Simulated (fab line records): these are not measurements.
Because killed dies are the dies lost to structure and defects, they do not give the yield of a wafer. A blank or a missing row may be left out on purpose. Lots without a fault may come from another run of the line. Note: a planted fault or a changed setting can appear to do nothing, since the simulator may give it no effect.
Comparing a struck lot with a sound one ; flow n5_finfet ; 24 steps out of a route of 1938
Sound: wafers L195.1, L195.2, L195.4. Struck: wafers L194.3, L194.5, L194.6. At the end, the cause is stated.
Order at every step that has rows: each side's tool, ch and its chambers, its first start. Under that, the readings that differ: sound wafers ; struck wafers ; difference of the means ; sigmas: that difference in standard deviations of wafers without a fault.
alike: words and numbers the same on both sides, and readings whose means are apart by under 2 such deviations; not compared: readings that were withheld, readings missing a value for some wafer, numbers with overlapping values and no deviation given by the record, and bounds like >300 which may hide the same value.
The two part at a step that has a row with sigmas, a row that says differs or no value, or rows on one side only. Numbers that have no deviation but don't overlap get no sigmas and don't part them. A reading that every wafer of one side lacks parts them only if that side has two wafers or more.

first, 11 steps without rows for these wafers: N5_BEOL_M1_ETCH_74 (etches underlayer in N2/H2, target depth 6.5 nm, time 5.2 s); N5_BEOL_M1_ETCH_63 (etches SiARC in CF4, target depth 15.6 nm, time 26 s); N5_BEOL_M1_ETCH_64 (etches SOC in N2/H2, target depth 75 nm, overetch 15 nm, time 112.5 s); N5_BEOL_M1_STRIP_65 (strips in N2/H2); N5_BEOL_M1_STRIP_75 (strips in N2/H2); N5_BEOL_M1_STRIP_66 (strips in CF4); N5_BEOL_M1_HM_OPEN_17 (chemistry Cl2/BCl3, target TiN, target depth 20 nm, overetch 6 nm); N5_BEOL_M1_STRIP_19 (strips in O2); N5_BEOL_M1_COAT_67 (time 60 s, resist thk 60 nm); N5_BEOL_M1_COAT_68 (time 60 s, resist thk 12 nm); N5_BEOL_M1_COAT_76 (time 60 s, resist thk 5 nm).
N5_BEOL_M1_COAT_22: resist thk 30 nm.
  sound on litho_track-04 ch 0, day 10 22:03; struck on litho_track-01 ch 0, day 10 10:21
reading;sound;struck;difference;sigmas
spin_speed_rpm (rpm);1498.8 1500.8 1500.6;1835.5 1834.0 1833.5;+334.3;+99 or more
model.CAR-EUV_of_BEOL_M1_COAT_22.thk_nm (nm);30 30 30;27.2 27.2 27.2;-2.8;
  alike: resist_line_temp_C
then, 9 steps without rows for these wafers: N5_BEOL_M1_EBR_24; N5_BEOL_M1_SOFTBAKE_23 (time 60 s); N5_BEOL_M1_EXPOSE_25 (exposes mask V0, defocus 5 nm, target cd 24 nm); N5_BEOL_M1_PEB_26 (peb time 60 s); N5_BEOL_M1_DEVELOP_27 (develop time 30 s); N5_BEOL_M1_DESCUM_33 (chemistry O2, time 7 s); N5_BEOL_M1_ETCH_77 (etches underlayer in N2/H2, target depth 6.5 nm, time 5.2 s); N5_BEOL_M1_ETCH_69 (etches SiARC in CF4, target depth 15.6 nm, time 26 s); N5_BEOL_M1_ALD_98 (deposits SiO2, target thk 2.5 nm, pulse time 1 s, co reactant pulse time 1 s).
N5_BEOL_M1_ETCHBACK_99: etches SiO2 in CHF3, target depth 5 nm, time 10.4 s.
  sound on rie_diel-02 ch 0,1,2, day 10 23:53; struck on rie_diel-03 ch 2,3, day 10 12:23
reading;sound;struck;difference;sigmas
model.CAR-EUV_of_BEOL_M1_COAT_22.thk_nm (nm);10.4 10.6 10.4;7.6 7.6 7.6;-2.9;
  alike: drypump_motor_current_A, oes_product_au, rf_vpp_V, showerhead_plenum_p_Torr, throttle_valve_pct
  not compared: rf_hours_counter_h
then, 1 step without rows for these wafers: N5_BEOL_M1_ETCH_70 (etches SOC in N2/H2, target depth 80 nm, overetch 16 nm, time 120 s).
N5_BEOL_M4_RC_MEAS_101:
  sound on prober-01 ch 0, day 13 01:18; struck on prober-02 ch 0, day 12 10:55
reading;sound;struck;difference;sigmas
DIBL_P (mV/V);39.5 40.2 35.2;35.7 31.3 35.3;-4.2;-2
SS_P (mV/dec);74.6 74.8 73.5;72.8 71.4 73.0;-1.9;-3
  alike: DIBL_N, IOFF_N, IOFF_P, ION_N, ION_P, SS_N, VT_N, VT_P

WHERE THEY PART
Last at N5_BEOL_M4_RC_MEAS_101 as far as this record goes, first at N5_BEOL_M1_COAT_22.

WHY: whatever the simulator had introduced
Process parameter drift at N5_BEOL_M1_COAT_22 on litho_track-01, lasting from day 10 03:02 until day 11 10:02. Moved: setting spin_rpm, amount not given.
